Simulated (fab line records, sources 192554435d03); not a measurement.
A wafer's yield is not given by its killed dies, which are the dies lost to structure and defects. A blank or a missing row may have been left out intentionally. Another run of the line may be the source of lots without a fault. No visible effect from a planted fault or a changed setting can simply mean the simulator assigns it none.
fab line records + flow n5-finfet
record
- lots=4
- wafers=12
- last-day=21
route steps=1938 shown BEOL_M4@1099 BEOL_M5@1112 BEOL_M8@1376 PASSIVATION@1936
lots that met no fault: from a run of the same line without faults
start-h: hours from the record's opening day to when the first of the lot's shown wafers began + wait-h: hours elapsed since this lot's preceding step + " unchanged from the row above + L1.1+2: a row that stands for several wafers + - either no value or no given start + * or withheld: withheld + < > ~ a bound
route shown NAME@n: names a module that has steps shown in the file, with the first one's number in the route + usual: the fault-free wafers' mean and standard deviation + same: alike in all rows + chamber/n: place in a boat + sites: the reading at each site + _std_site: their standard deviation + _edge_site: inner sites' mean taken away from outer sites' mean + radius-mm: for every site, how far away it sits from the centre of the wafer + mask NAME#n: copy n + behind: tool/chamber where the wafer was last shaped + hold: why the lot was held/for how many hours/how that ended + device: whichever transistor did not switch (one of n, p or np) + end of line: the same wafers' tests at the end of the route + where a step has no rows: the recipe by itself + killed: count of dies lost to structure and defects at first sort (not the wafer's yield) + map: shows each die of a wafer: x if killed, . if not, _ if none is there
set.NAME: the setting the step ran with; set.NAME@STEP: the setting that earlier step ran with + model.NAME: the simulator's own value behind a step, which no gauge read
a table for each step, a row for each wafer; lots at some steps of the route
services: from which hour (start-h, from the record's first day; less than 0 if before it) a tool's chamber was out of use, for how many hours, and why
## steps
# step N5_BEOL_M4_ANNEAL_95
# recipe
- temp-c=400
- time-s=240
- ambient=vacuum
# step N5_BEOL_M4_SPUTTER_96
# recipe
- material=Cu
- target-thk-a=45
- temp-c=-20
- chamber-pressure-pa=0.07
- power-w=withheld
- time-s=8.29
# step N5_BEOL_M4_ECD_50
# recipe
- material=Cu
- target-thk-a=3000
# step N5_BEOL_M4_ANNEAL_51
# recipe
- temp-c=225
- time-s=90
- ambient=N2
# step N5_BEOL_M4_CMP_52
# recipe
- stop-on=SiOC
- t-overpolish-s=6.8
- down-force-psi=1
- platen-rpm=50
- clearing-platen-down-force-psi=1.5
- clearing-platen-rpm=50
- post-cmp-clean=cu-alkaline
- target-thk-nm=40
- clearing-platen-pad-velocity-m-s=0.99484
- pad-velocity-m-s=0.99484
# step N5_BEOL_M4_PRE_CLEAN_60
# recipe
- gas=NH3/H2
- time-s=15
- temp-c=*
- rf-power-w=300
# step N5_BEOL_M4_CO_CAP_55
# recipe
- material=Co
- target-thk-a=20
- temp-c=200
- precursor=CCTBA/H2
- pressure-torr=30
- time-s=102.1
# step N5_BEOL_M4_PRE_CLEAN_56
# recipe
- gas=NH3
- time-s=15
- temp-c=withheld
- rf-power-w=300
# step N5_BEOL_M4_DEP_57
# recipe
- material=SiCN
- target-thk-a=80
- temp-c=withheld
- precursor=3MS/NH3
- pressure-torr=3
- rf-w=202
- time-s=14
# step N5_BEOL_M4_RC_MEAS_101
# usual
- DIBL_N=37.1/2.6
- DIBL_P=38/3
- IOFF_N=0.18/0.052
- IOFF_P=0.25/0.06
- ION_N=678/15
- ION_P=467/8.6
- SS_N=71.7/0.73
- SS_P=73.7/0.89
- VT_N=249/4.3
- VT_P=-248/3.8
| lot.wafer | tool      | chamber | start-h | wait-h | DIBL_N[mV/V] | DIBL_P[mV/V] | IOFF_N[nA/um] | IOFF_P[nA/um] | ION_N[uA/um] | ION_P[uA/um] | SS_N[mV/dec] | SS_P[mV/dec] | VT_N[mV] | VT_P[mV] |
|-----------|-----------|---------|---------|--------|--------------|--------------|---------------|---------------|--------------|--------------|--------------|--------------|----------|----------|
| L498.1    | prober-02 | 0       | 282.31  | 0.0    | 39.6         | 38           | 0.20          | 0.29          | 683          | 470          | 71.4         | 74.2         | 249      | -248     |
| L498.3    | "         | 0       | "       | "      | 42.2         | 40           | 0.27          | 0.33          | 707          | 479          | 72.9         | 74.7         | 246      | -244     |
| L498.5    | "         | 0       | "       | "      | 41.9         | 42           | 0.26          | 0.40          | 686          | 475          | 72.3         | 75.1         | 245      | -241     |
| L502.1    | prober-02 | 0       | 285.00  | 0.0    | 35.9         | 34           | 0.15          | 0.21          | 688          | 473          | 70.5         | 73.0         | 248      | -248     |
| L502.3    | "         | 0       | "       | "      | 40.0         | 39           | 0.22          | 0.29          | 679          | 467          | 73.0         | 74.0         | 247      | -245     |
| L502.4    | "         | 0       | "       | "      | 42.2         | 41           | 0.31          | 0.35          | 705          | 475          | 72.6         | 75.0         | 242      | -241     |
| L509.1    | prober-01 | 0       | 317.15  | 0.0    | 35.4         | 36           | 0.13          | 0.21          | 662          | 464          | 71.3         | 73.9         | 255      | -251     |
| L509.3    | "         | 0       | "       | "      | 35.0         | 36           | 0.13          | 0.22          | 669          | 464          | 70.7         | 73.9         | 254      | -249     |
| L509.5    | "         | 0       | "       | "      | 36.1         | 38           | 0.15          | 0.25          | 682          | 473          | 71.1         | 74.1         | 250      | -247     |
| L515.1    | prober-01 | 0       | 402.57  | 0.0    | 39.9         | 41           | 0.24          | 0.31          | 703          | 485          | 71.7         | 75.0         | 244      | -243     |
| L515.4    | "         | 0       | "       | "      | 39.5         | 41           | 0.23          | 0.29          | 687          | 474          | 72.1         | 74.5         | 246      | -246     |
| L515.6    | "         | 0       | "       | "      | 39.4         | 39           | 0.21          | 0.24          | 687          | 469          | 71.5         | 74.3         | 248      | -248     |
# step N5_BEOL_M5_ILD_DEP_00
# recipe
- material=SiCOH_lowk
- target-thk-a=1406.4
- temp-c=300
- precursor=DEMS/porogen
- pressure-torr=5
- rf-w=500
- time-s=25.9
# step N5_BEOL_M5_CURE_79
# recipe
- temp-c=385
- time-s=240
- ambient=He/Ar
- material=SiCOH_lowk
# step N5_BEOL_M5_PECVD_70
# recipe
- material=SiO2
- target-thk-a=160
- temp-c=400
- precursor=TEOS/O2
- pressure-torr=5.5
- rf-w=450
- teos-flow-sccm=53.8
- gas=O2
- flow-sccm=3000
- time-s=18
# step N5_BEOL_M5_HM_DEP_02
# recipe
- material=TiN
- target-thk-a=200
- temp-c=25
- chamber-pressure-pa=0.49996
# step N5_BEOL_M5_COAT_59
# recipe
- resist=SOC
- temp-c=250
- time-s=60
- spin-rpm=1500
- resist-thk-nm=60
# step N5_BEOL_M5_COAT_60
# recipe
- resist=SiARC
- temp-c=220
- time-s=60
- spin-rpm=1500
- resist-thk-nm=12
# step N5_BEOL_M5_COAT_71
# recipe
- resist=underlayer
- temp-c=205
- time-s=60
- spin-rpm=1500
- resist-thk-nm=5
# step N5_BEOL_M5_COAT_05
# recipe
- resist=CAR-EUV
- spin-rpm=1500
- resist-thk-nm=30
# step N5_BEOL_M5_EBR_07
# recipe
- solvent=PGMEA
- ebr-width-mm=1.5
# step N5_BEOL_M5_SOFTBAKE_06
# recipe
- temp-c=110
- time-s=60
- resist=CAR-EUV
# step N5_BEOL_M5_EXPOSE_08
# recipe
- mask-id=M5
- na=0.33
- source-shape=annular
- sigma-inner=0.4
- sigma-outer=0.8
- polarization=unpolarized
- target-cd-nm=28
- dose-mj=35.75
# step N5_BEOL_M5_PEB_09
# recipe
- peb-temp-c=100
- peb-time-s=60
- resist=CAR-EUV
# step N5_BEOL_M5_DEVELOP_10
# recipe
- develop-time-s=30
- developer=TMAH
- resist=CAR-EUV
- rinse-liquid=surfactant-rinse
- dry=air-spin
- dev-temp-c=23
# step N5_BEOL_M5_DESCUM_16
# recipe
- chemistry=O2
- time-s=7
- source-power-w=50
- bias-power-w=20
- pressure-mtorr=20
- rf-frequency-hz=2.712e+07
- temp-c=40
- resist=CAR-EUV
- o2-flow-sccm=225
# step N5_BEOL_M5_ETCH_72
# recipe
- chemistry=N2/H2
- target=underlayer
- target-depth-a=65
- mask-material=CAR-EUV
- time-s=5.2
- ion-energy-ev=200
- pressure-mtorr=30
- source-w=840
- bias-w=150
- n2-flow-sccm=200
- h2-flow-sccm=200
- ends=cleared
# step N5_BEOL_M5_ETCH_61
# recipe
- chemistry=CF4
- target=SiARC
- target-depth-a=156
- mask-material=CAR-EUV
- time-s=26
- ion-energy-ev=80
- pressure-mtorr=40
- source-w=545
- bias-w=36
- Ar_flow_sccm=100
- cf4-flow-sccm=100
- ends=cleared
# step N5_BEOL_M5_ETCH_62
# recipe
- chemistry=N2/H2
- target=SOC
- target-depth-a=750
- overetch-a=150
- mask-material=SiARC
- temp-c=40
- time-s=112.5
- ion-energy-ev=200
- pressure-mtorr=30
- source-w=840
- bias-w=150
- n2-flow-sccm=200
- h2-flow-sccm=200
# step N5_BEOL_M5_STRIP_63
# recipe
- chemistry=N2/H2
- temp-c=40
- n2-flow-sccm=200
- h2-flow-sccm=200
- rf-frequency-hz=6e+07
# step N5_BEOL_M5_STRIP_73
# recipe
- chemistry=N2/H2
- temp-c=40
- n2-flow-sccm=200
- h2-flow-sccm=200
- rf-frequency-hz=6e+07
# step N5_BEOL_M5_STRIP_64
# recipe
- chemistry=CF4
- resist=SiARC
- power-w=300
- bias-power-w=75
- pressure-mtorr=50
- cf4-flow-sccm=150
- rf-frequency-hz=6e+07
# step N5_BEOL_M5_HM_OPEN_17
# recipe
- chemistry=Cl2/BCl3
- target-depth-a=200
- overetch-a=60
- target=TiN
- mask-material=SOC
- ion-energy-ev=150
- pressure-mtorr=10
- icp-w=1000
- bias-w=126
- Cl2_flow_sccm=53.25
- bcl3-flow-sccm=21.75
- Ar_flow_sccm=25
# step N5_BEOL_M5_STRIP_19
# recipe
- chemistry=O2
- power-w=400
- temp-c=40
- pressure-mtorr=30
- rf-frequency-hz=6e+07
- bias-power-w=0
- overash-fraction=0.2
- o2-flow-sccm=225
# step N5_BEOL_M5_COAT_65
# recipe
- resist=SOC
- temp-c=250
- time-s=60
- spin-rpm=1500
- resist-thk-nm=60
# step N5_BEOL_M5_COAT_66
# recipe
- resist=SiARC
- temp-c=220
- time-s=60
- spin-rpm=1500
- resist-thk-nm=12
# step N5_BEOL_M8_STRIP_36
# recipe
- chemistry=N2/H2
- power-w=450
- temp-c=40
- pressure-mtorr=20
- rf-frequency-hz=6e+07
- overash-fraction=0.3
- bias-power-w=7
- h2-frac=0.5
- n2-flow-sccm=200
- h2-flow-sccm=200
# usual
- bias-power-w=7.000/0.021
- chamber-pressure-mTorr=20.00/0.034
- drypump-motor-current-A=5.7/0.53
- n2-flow-sccm=200.0/0.6
- oes-product-au=0.80/0.083
- rf-vpp-V=59.3/1.3
- showerhead-plenum-p-Torr=2.53/0.071
- throttle-valve-pct=23.3/0.33
| lot.wafer | tool        | chamber | start-h | wait-h | bias-power-w | chamber-pressure-mTorr | drypump-motor-current-A | n2-flow-sccm | oes-product-au | rf-hours-counter-h | rf-vpp-V | showerhead-plenum-p-Torr | throttle-valve-pct | model.SOC_of_BEOL_M8_COAT_63.thk-nm |
|-----------|-------------|---------|---------|--------|--------------|------------------------|-------------------------|--------------|----------------|--------------------|----------|--------------------------|--------------------|-------------------------------------|
| L498.1    | rie-diel-01 | 1       | 314.69  | 0.0    | -            | -                      | -                       | -            | -              | -                  | -        | -                        | -                  | 54.4                                |
| L498.3    | "           | 0       | "       | "      | -            | -                      | -                       | -            | -              | -                  | -        | -                        | -                  | 54.2                                |
| L498.5    | "           | 0       | "       | "      | -            | -                      | -                       | -            | -              | -                  | -        | -                        | -                  | 54.2                                |
| L502.1    | rie-diel-05 | 3       | 316.58  | 0.0    | -            | -                      | -                       | -            | -              | -                  | -        | -                        | -                  | 54                                  |
| L502.3    | "           | 0       | "       | "      | -            | -                      | -                       | -            | -              | -                  | -        | -                        | -                  | 54                                  |
| L502.4    | "           | 1       | "       | "      | -            | -                      | -                       | -            | -              | -                  | -        | -                        | -                  | 54.4                                |
| L509.1    | rie-diel-04 | 2       | 352.98  | 0.0    | 7.002        | 19.99                  | 4.9                     | 199.5        | 0.69           | 208                | 58.9     | 2.52                     | 23.3               | 0                                   |
| L509.3    | "           | 1       | "       | "      | 7.038        | 19.96                  | 6.5                     | 199.7        | 0.81           | 96                 | 57.7     | 2.58                     | 23.9               | 0                                   |
| L509.5    | "           | 3       | "       | "      | 7.020        | 19.98                  | 6.6                     | 199.8        | 0.94           | -                  | 58.6     | 2.58                     | 23.3               | 0                                   |
| L515.1    | rie-diel-01 | 0       | 438.82  | 0.0    | 7.007        | 20.02                  | 5.5                     | 199.3        | 0.91           | 29                 | 58.7     | 2.49                     | 23.2               | 0                                   |
| L515.4    | "           | 0       | "       | "      | 6.963        | 19.95                  | 5.5                     | 200.2        | 0.92           | -                  | 57.6     | 2.49                     | 23.2               | 0                                   |
| L515.6    | "           | 2       | "       | "      | 6.998        | 19.98                  | 5.2                     | 200.4        | 0.81           | -                  | 60.5     | 2.67                     | 23.0               | 0                                   |
# step N5_BEOL_M8_ETCH_41
# recipe
- chemistry=CH3F/O2
- target=SiCN
- target-depth-a=319
- taper-deg=2
- time-s=57.8
- ion-energy-ev=120
- mask-material=TiN
- pressure-mtorr=30
- source-w=395
- bias-w=75
- Ar_flow_sccm=150
- CH3F_flow_sccm=30
- O2_flow_sccm=20
# usual
- drypump-motor-current-A=5.6/0.53
- oes-product-au=0.80/0.084
- rf-vpp-V=297.1/1.3
- showerhead-plenum-p-Torr=2.00/0.054
- throttle-valve-pct=16.14/0.18
| lot.wafer | tool        | chamber | start-h | wait-h | drypump-motor-current-A | oes-product-au | rf-hours-counter-h | rf-vpp-V | showerhead-plenum-p-Torr | throttle-valve-pct | model.SOC_of_BEOL_M8_COAT_63.thk-nm |
|-----------|-------------|---------|---------|--------|-------------------------|----------------|--------------------|----------|--------------------------|--------------------|-------------------------------------|
| L498.1    | rie-diel-01 | 1       | 314.76  | 0.0    | 5.0                     | 0.69           | 214                | 297.6    | 2.07                     | 16.39              | 36.4                                |
| L498.3    | "           | 0       | "       | "      | 5.5                     | 0.67           | 241                | 296.1    | 1.99                     | 16.55              | 36.2                                |
| L498.5    | "           | 0       | "       | "      | 5.5                     | 0.69           | -                  | 296.4    | 1.99                     | 16.56              | 36.2                                |
| L502.1    | rie-diel-05 | 3       | 316.65  | 0.0    | 5.3                     | 0.86           | 62                 | 296.2    | 1.95                     | 16.09              | 36                                  |
| L502.3    | "           | 0       | "       | "      | 5.3                     | 0.75           | 144                | 295.9    | 2.00                     | 16.27              | 36.2                                |
| L502.4    | "           | 1       | "       | "      | 6.4                     | 0.79           | 79                 | 296.3    | 1.95                     | 16.02              | 36.6                                |
| L509.1    | rie-diel-04 | 2       | -       | -      | 4.9                     | 0.69           | 208                | 297.0    | 1.99                     | 16.11              | 0                                   |
| L509.3    | "           | 1       | "       | "      | 6.3                     | 0.81           | 96                 | 298.4    | 2.02                     | 16.43              | 0                                   |
| L509.5    | "           | 3       | "       | "      | 6.6                     | 0.93           | -                  | 297.9    | 2.03                     | 15.83              | 0                                   |
| L515.1    | rie-diel-01 | 0       | -       | -      | 5.5                     | 0.92           | 29                 | 296.9    | 1.97                     | 16.12              | 0                                   |
| L515.4    | "           | 0       | "       | "      | 5.5                     | 0.91           | -                  | 296.7    | 1.97                     | 16.11              | 0                                   |
| L515.6    | "           | 2       | "       | "      | 5.2                     | 0.83           | -                  | 299.7    | 2.13                     | 16.02              | 0                                   |
# step N5_PASSIVATION_PROBE_49
# usual
- defect-limited-yield=91.4/1.4
- killed_at_M0_to_M3=34/9.1
- killed_at_M4_up=14/5.2
- killed-at-contacts=12/6.4
- killed-at-front-end=38/11
- killed-at-other=3.7/2.8
- killed-dies=102/17
- killed-on-rim=14/3.9
- killed-open=68/13
- killed-short=32/7.8
- sort_bin_5_function=5.1/1
- sort_bin_6_memory=3.2/0.66
- sort-n-pass=1076/19
- sort-yield-pct=91.2/1.6
# same
- gross-dies=1180
- killed-at-back-side=0
- sort_bin_4_leakage[%]=0
- sort_bin_8_speed[%]=0
| lot.wafer | tool      | chamber | start-h | wait-h | defect-limited-yield[%] | killed_at_M0_to_M3 | killed_at_M4_up | killed-at-contacts | killed-at-front-end | killed-at-other | killed-dies | killed-on-rim | killed-open | killed-short | sort_bin_5_function[%] | sort_bin_6_memory[%] | sort-n-pass | sort-yield-pct[%] |
|-----------|-----------|---------|---------|--------|-------------------------|--------------------|-----------------|--------------------|---------------------|-----------------|-------------|---------------|-------------|--------------|------------------------|----------------------|-------------|-------------------|
| L498.1    | prober-02 | -       | 391.15  | 0.0    | 0                       | 28                 | 1099            | 8                  | 42                  | 3               | 1180        | 152           | 68          | 29           | 97.3                   | 2.5                  | 0           | 0                 |
| L498.3    | prober-02 | -       | 391.25  | 0.1    | 0                       | 25                 | 1110            | 10                 | 31                  | 4               | 1180        | 152           | 50          | 29           | 97.0                   | 2.6                  | 0           | 0                 |
| L498.5    | prober-02 | -       | 391.35  | 0.2    | 0                       | 35                 | 1095            | 19                 | 30                  | 1               | 1180        | 152           | 74          | 21           | 96.9                   | 2.8                  | 0           | 0                 |
| L502.1    | prober-02 | -       | 392.25  | 0.0    | 0                       | 44                 | 1082            | 14                 | 37                  | 3               | 1180        | 152           | 78          | 34           | 96.9                   | 3.0                  | 0           | 0                 |
| L502.3    | prober-02 | -       | 392.35  | 0.1    | 0                       | 42                 | 1087            | 22                 | 27                  | 2               | 1180        | 152           | 84          | 25           | 96.0                   | 4.0                  | 0           | 0                 |
| L502.4    | prober-02 | -       | 392.40  | 0.2    | 0                       | 38                 | 1091            | 8                  | 41                  | 2               | 1180        | 152           | 88          | 24           | 96.1                   | 3.6                  | 0           | 0                 |
| L509.1    | prober-02 | -       | 422.42  | 0.0    | 92.9                    | 20                 | 14              | 14                 | 32                  | 4               | 84          | 11            | 44          | 36           | 3.8                    | 2.9                  | 1096        | 92.9              |
| L515.1    | prober-02 | -       | 508.63  | 0.0    | 93.1                    | 26                 | 4               | 13                 | 26                  | 13              | 82          | 11            | 53          | 29           | 4.2                    | 2.5                  | 1098        | 93.1              |
| L515.4    | prober-02 | -       | 508.78  | 0.2    | 90.6                    | 26                 | 16              | 5                  | 57                  | 7               | 111         | 12            | 67          | 44           | 5.4                    | 3.5                  | 1069        | 90.6              |
| L515.6    | prober-02 | -       | 508.88  | 0.3    | 91.4                    | 24                 | 20              | 8                  | 42                  | 7               | 101         | 5             | 68          | 33           | 4.6                    | 3.7                  | 1079        | 91.4              |
# killed by level:class
L498.1 BEOL_M8:area-ald=1083 STI_FIN_REVEAL:geometric-particle:open=13 FIN_SAQP:geometric-particle:short=9 BEOL_M2:geometric-particle:open=9 BEOL_M0_SAQP:geometric-particle:open=7 BEOL_M4:geometric-particle:open=7 MOL_CONTACT_COAG:geometric-particle:open=6 BEOL_M3:geometric-particle:open=6
L498.3 BEOL_M8:area-ald=1101 FIN_SAQP:geometric-particle:short=12 BEOL_M2:geometric-particle:open=11 MOL_CONTACT_COAG:geometric-particle:open=7 BEOL_M3:geometric-particle:open=5 FIN_SAQP:geometric-particle:open=4 STI_FIN_REVEAL:geometric-particle:open=4 ILD0:geometric-particle:short=4
L498.5 BEOL_M8:area-ald=1084 MOL_CONTACT_COAG:geometric-particle:open=17 BEOL_M2:geometric-particle:open=13 STI_FIN_REVEAL:geometric-particle:open=12 BEOL_M3:geometric-particle:open=10 FIN_SAQP:geometric-particle:open=4 BEOL_M5:geometric-particle:open=4 FIN_SAQP:geometric-particle:short=3
L502.1 BEOL_M8:area-ald=1068 MOL_CONTACT_COAG:geometric-particle:open=13 BEOL_M2:geometric-particle:open=12 BEOL_M3:geometric-particle:open=11 FIN_SAQP:geometric-particle:open=7 BEOL_M0_SAQP:geometric-particle:short=7 BEOL_M5:geometric-particle:open=6 BEOL_M1:geometric-particle:open=5
L502.3 BEOL_M8:area-ald=1070 MOL_CONTACT_COAG:geometric-particle:open=19 BEOL_M3:geometric-particle:open=13 BEOL_M4:geometric-particle:open=12 BEOL_M2:geometric-particle:open=11 GATE_CUT:geometric-particle:short=7 BEOL_M1:geometric-particle:open=6 STI_FIN_REVEAL:geometric-particle:open=4
L502.4 BEOL_M8:area-ald=1068 FIN_SAQP:geometric-particle:open=13 BEOL_M2:geometric-particle:open=13 BEOL_M4:geometric-particle:open=13 BEOL_M3:geometric-particle:open=9 MOL_CONTACT_COAG:geometric-particle:open=7 BEOL_M1:geometric-particle:open=6 DUMMY_GATE:geometric-particle:open=5
L509.1 STI_FIN_REVEAL:geometric-particle:open=10 MOL_CONTACT_COAG:geometric-particle:open=10 BEOL_M0_SAQP:geometric-particle:short=5 BEOL_M1:geometric-particle:open=5 STI_FIN_REVEAL:geometric-particle:short=4 MOL_CONTACT_COAG:geometric-particle:short=4 BEOL_M13:coat-microbubble-printed=4 FIN_SAQP:geometric-particle:open=3
L515.1 MOL_CONTACT_COAG:geometric-particle:open=8 PAD_METAL:geometric-particle:open=7 DUMMY_GATE:geometric-particle:open=6 BEOL_M0_SAQP:geometric-particle:short=6 PAD_METAL:geometric-particle:short=6 FIN_SAQP:geometric-particle:open=5 MOL_CONTACT_COAG:geometric-particle:short=5 BEOL_M0_SAQP:geometric-particle:open=4
L515.4 DUMMY_GATE:geometric-particle:open=12 GATE_CUT:geometric-particle:short=9 FIN_SAQP:geometric-particle:short=8 BEOL_M3:geometric-particle:open=8 FIN_SAQP:geometric-particle:open=5 STI_FIN_REVEAL:geometric-particle:open=5 BEOL_M1:geometric-particle:open=5 BEOL_M5:geometric-particle:open=5
L515.6 FIN_SAQP:geometric-particle:open=12 BEOL_M4:geometric-particle:open=9 FIN_SAQP:geometric-particle:short=8 DUMMY_GATE:geometric-particle:open=7 BEOL_M5:geometric-particle:open=6 BEOL_M3:geometric-particle:open=6 MOL_CONTACT_COAG:geometric-particle:open=5 BEOL_M0_SAQP:geometric-particle:short=5
# map L498.1 (x killed, . not)
_________________xxxxxxxxxxxx________________
______________xxxxxxxxxxxxxxxxxx_____________
___________xxxxxxxxxxxxxxxxxxxxxxxx__________
__________xxxxxxxxxxxxxxxxxxxxxxxxxx_________
________xxxxxxxxxxxxxxxxxxxxxxxxxxxxxx_______
_______xxxxxxxxxxxxxxxxxxxxxxxxxxxxxxxx______
______xxxxxxxxxxxxxxxxxxxxxxxxxxxxxxxxxx_____
_____xxxxxxxxxxxxxxxxxxxxxxxxxxxxxxxxxxxx____
____xxxxxxxxxxxxxxxxxxxxxxxxxxxxxxxxxxxxxx___
___xxxxxxxxxxxxxxxxxxxxxxxxxxxxxxxxxxxxxxxx__
___xxxxxxxxxxxxxxxxxxxxxxxxxxxxxxxxxxxxxxxx__
__xxxxxxxxxxxxxxxxxxxxxxxxxxxxxxxxxxxxxxxxxx_
__xxxxxxxxxxxxxxxxxxxxxxxxxxxxxxxxxxxxxxxxxx_
_xxxxxxxxxxxxxxxxxxxxxxxxxxxxxxxxxxxxxxxxxxxx
_xxxxxxxxxxxxxxxxxxxxxxxxxxxxxxxxxxxxxxxxxxxx
_xxxxxxxxxxxxxxxxxxxxxxxxxxxxxxxxxxxxxxxxxxxx
_xxxxxxxxxxxxxxxxxxxxxxxxxxxxxxxxxxxxxxxxxxxx
_xxxxxxxxxxxxxxxxxxxxxxxxxxxxxxxxxxxxxxxxxxxx
_xxxxxxxxxxxxxxxxxxxxxxxxxxxxxxxxxxxxxxxxxxxx
_xxxxxxxxxxxxxxxxxxxxxxxxxxxxxxxxxxxxxxxxxxxx
_xxxxxxxxxxxxxxxxxxxxxxxxxxxxxxxxxxxxxxxxxxxx
__xxxxxxxxxxxxxxxxxxxxxxxxxxxxxxxxxxxxxxxxxx_
__xxxxxxxxxxxxxxxxxxxxxxxxxxxxxxxxxxxxxxxxxx_
___xxxxxxxxxxxxxxxxxxxxxxxxxxxxxxxxxxxxxxxx__
___xxxxxxxxxxxxxxxxxxxxxxxxxxxxxxxxxxxxxxxx__
____xxxxxxxxxxxxxxxxxxxxxxxxxxxxxxxxxxxxxx___
_____xxxxxxxxxxxxxxxxxxxxxxxxxxxxxxxxxxxx____
______xxxxxxxxxxxxxxxxxxxxxxxxxxxxxxxxxx_____
_______xxxxxxxxxxxxxxxxxxxxxxxxxxxxxxxx______
________xxxxxxxxxxxxxxxxxxxxxxxxxxxxxx_______
__________xxxxxxxxxxxxxxxxxxxxxxxxxx_________
___________xxxxxxxxxxxxxxxxxxxxxxxx__________
______________xxxxxxxxxxxxxxxxxx_____________
_________________xxxxxxxxxxxx________________
# map L502.1 (x killed, . not)
_________________xxxxxxxxxxxx________________
______________xxxxxxxxxxxxxxxxxx_____________
___________xxxxxxxxxxxxxxxxxxxxxxxx__________
__________xxxxxxxxxxxxxxxxxxxxxxxxxx_________
________xxxxxxxxxxxxxxxxxxxxxxxxxxxxxx_______
_______xxxxxxxxxxxxxxxxxxxxxxxxxxxxxxxx______
______xxxxxxxxxxxxxxxxxxxxxxxxxxxxxxxxxx_____
_____xxxxxxxxxxxxxxxxxxxxxxxxxxxxxxxxxxxx____
____xxxxxxxxxxxxxxxxxxxxxxxxxxxxxxxxxxxxxx___
___xxxxxxxxxxxxxxxxxxxxxxxxxxxxxxxxxxxxxxxx__
___xxxxxxxxxxxxxxxxxxxxxxxxxxxxxxxxxxxxxxxx__
__xxxxxxxxxxxxxxxxxxxxxxxxxxxxxxxxxxxxxxxxxx_
__xxxxxxxxxxxxxxxxxxxxxxxxxxxxxxxxxxxxxxxxxx_
_xxxxxxxxxxxxxxxxxxxxxxxxxxxxxxxxxxxxxxxxxxxx
_xxxxxxxxxxxxxxxxxxxxxxxxxxxxxxxxxxxxxxxxxxxx
_xxxxxxxxxxxxxxxxxxxxxxxxxxxxxxxxxxxxxxxxxxxx
_xxxxxxxxxxxxxxxxxxxxxxxxxxxxxxxxxxxxxxxxxxxx
_xxxxxxxxxxxxxxxxxxxxxxxxxxxxxxxxxxxxxxxxxxxx
_xxxxxxxxxxxxxxxxxxxxxxxxxxxxxxxxxxxxxxxxxxxx
_xxxxxxxxxxxxxxxxxxxxxxxxxxxxxxxxxxxxxxxxxxxx
_xxxxxxxxxxxxxxxxxxxxxxxxxxxxxxxxxxxxxxxxxxxx
__xxxxxxxxxxxxxxxxxxxxxxxxxxxxxxxxxxxxxxxxxx_
__xxxxxxxxxxxxxxxxxxxxxxxxxxxxxxxxxxxxxxxxxx_
___xxxxxxxxxxxxxxxxxxxxxxxxxxxxxxxxxxxxxxxx__
___xxxxxxxxxxxxxxxxxxxxxxxxxxxxxxxxxxxxxxxx__
____xxxxxxxxxxxxxxxxxxxxxxxxxxxxxxxxxxxxxx___
_____xxxxxxxxxxxxxxxxxxxxxxxxxxxxxxxxxxxx____
______xxxxxxxxxxxxxxxxxxxxxxxxxxxxxxxxxx_____
_______xxxxxxxxxxxxxxxxxxxxxxxxxxxxxxxx______
________xxxxxxxxxxxxxxxxxxxxxxxxxxxxxx_______
__________xxxxxxxxxxxxxxxxxxxxxxxxxx_________
___________xxxxxxxxxxxxxxxxxxxxxxxx__________
______________xxxxxxxxxxxxxxxxxx_____________
_________________xxxxxxxxxxxx________________
## services
| tool        | chamber | start-h | hours | kind                          |
|-------------|---------|---------|-------|-------------------------------|
| rie-diel-04 | 3       | 304.27  | -     | clean                         |
| rie-diel-04 | 3       | 304.27  | -     | consumable-replace:focus-ring |
| rie-diel-04 | 3       | 304.27  | 19.4  | scheduled-down                |
| rie-diel-04 | 3       | 304.27  | 19.4  | vent-cycle                    |
| rie-diel-01 | 0       | 346.66  | -     | clean                         |
| rie-diel-01 | 0       | 346.66  | -     | consumable-replace:focus-ring |
| rie-diel-01 | 0       | 346.66  | 20.2  | scheduled-down                |
| rie-diel-01 | 0       | 346.66  | 20.2  | vent-cycle                    |
| rie-diel-04 | 2       | 364.60  | 12.6  | repair                        |
| rie-diel-01 | 3       | 395.29  | 4.1   | repair                        |
| rie-diel-01 | 1       | 413.20  | -     | clean                         |
| rie-diel-01 | 1       | 413.20  | -     | consumable-replace:focus-ring |
| rie-diel-01 | 1       | 413.20  | 28.5  | scheduled-down                |
| rie-diel-01 | 1       | 413.20  | 28.5  | vent-cycle                    |
| rie-diel-05 | 0       | 417.32  | 6.0   | repair                        |
## key
first-sign
- step=N5_BEOL_M8_STRIP_36
- reading=tool-record
- direction=missing
effect
- step=N5_PASSIVATION_PROBE_49
- reading=killed_at_M4_up
- direction=up
- sigmas=99+
- usual=14
- struck=1094
model-effect
- step=N5_BEOL_M8_STRIP_36
- value=SOC_of_BEOL_M8_COAT_63.thk-nm
- without=0
- struck=54.2
model-effect
- step=N5_BEOL_M8_ETCH_41
- value=SOC_of_BEOL_M8_COAT_63.thk-nm
- without=0
- struck=36.27
more-kills-born-at
- N5_BEOL_M8_ALD_77@ald-metal-03=3268
- N5_BEOL_M8_ALD_77@ald-metal-02=3206
met-at N5_BEOL_M8_STRIP_36
struck-wafers L498.1,L498.3,L498.5,L502.1,L502.3,L502.4
later-rows-left-out L498.1,L498.3,L498.5,L502.1,L502.3,L502.4
fault
- kind=skipped-step-whole
- tool=rie-diel-01,rie-diel-05
- chamber=-
- onset-h=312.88
- steps=N5_BEOL_M8_STRIP_36
- scope=struck-lots-only
# later-rows-left-out: the simulator's readings of these wafers behind a module that went badly wrong aren't trusted and aren't shown, but for the sort
